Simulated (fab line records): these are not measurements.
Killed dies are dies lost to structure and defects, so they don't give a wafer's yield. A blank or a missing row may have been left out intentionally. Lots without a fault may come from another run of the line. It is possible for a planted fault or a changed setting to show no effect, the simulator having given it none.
Which tool was responsible? | flow nandHarc | 6 lots with 18 wafers sampled at 4 steps, on a route of 1159 steps

== WHAT THE GAUGES READ, wafer by wafer ==
NHARC_P_CONTACT_OVL_MEAS_13.
lot  | measured     | on         | overlayXNm (nm)
L449 | day 6 07:35  | overlay-01 | 1.5 0.9 0.9
L454 | day 7 10:49  | overlay-01 | 0.0 0.1 -0.1
L457 | day 8 07:22  | overlay-02 | -1.8 -1.7 -1.2
L460 | day 8 16:55  | overlay-01 | -0.6 -0.3 -0.4
L465 | day 10 03:14 | overlay-01 | -0.1 0.2 0.1
L470 | day 11 02:38 | overlay-02 | 0.6 0.7 1.1

== TOOL THAT RAN EACH LOT (tool first, then ch and the chambers of the sampled wafers, then the start) ==
lot  | NHARC_P_ZERO_WELL_DESCUM_13      | NHARC_P_ZERO_WELL_PEB_35        | NHARC_P_ZERO_WELL_DESCUM_39
L449 | rieDiel-08 ch 0,2,3, day 2 01:17 | lithoTrack-05 ch 0, day 2 03:53 | rieDiel-08 ch 0,1,3, day 2 04:09
L454 | rieDiel-11 ch 1,3, day 3 07:24   | lithoTrack-03 ch 0, day 3 10:02 | rieDiel-11 ch 1,3, day 3 10:18
L457 | rieDiel-07 ch 0,1, day 4 01:24   | lithoTrack-02 ch 0, day 4 04:30 | rieDiel-11 ch 0,1, day 4 04:46
L460 | rieDiel-11 ch 1,2,3, day 4 19:21 | lithoTrack-03 ch 0, day 4 21:49 | rieDiel-11 ch 0,3, day 4 22:04
L465 | rieDiel-07 ch 1,2, day 6 01:16   | lithoTrack-02 ch 0, day 6 03:53 | rieDiel-07 ch 0,2,3, day 6 04:10
L470 | rieDiel-11 ch 0,1,3, day 7 07:28 | lithoTrack-02 ch 0, day 7 10:08 | rieDiel-07 ch 1,2,3, day 7 10:25
- NHARC_P_ZERO_WELL_DESCUM_13: chemistry O2, time 3 s.
- NHARC_P_ZERO_WELL_PEB_35: peb time 85 s.
- NHARC_P_ZERO_WELL_DESCUM_39: chemistry O2, time 3 s.

== THE ANSWER, worked out from the rows above alone ==
Rule: the lots themselves supply what counts as usual. The widest of any qualifying gaps counts: lots, ordered by their means at a reading, are off when they make up no more than a third of the lots, leave a main group of 4 or more, and stand apart from it by 3 or more times the standard deviation of that group's means. A main group whose means are all the same, to the digits that the tables above print for the reading, isn't used. A lot without any number at a reading at which 4 lots or more have one is off too. The other lots that the step has rows for count as sound.
None of the lots is off at any reading shown; this tells nothing.

== WHAT HAD BEEN PUT IN BY THE SIMULATOR ==
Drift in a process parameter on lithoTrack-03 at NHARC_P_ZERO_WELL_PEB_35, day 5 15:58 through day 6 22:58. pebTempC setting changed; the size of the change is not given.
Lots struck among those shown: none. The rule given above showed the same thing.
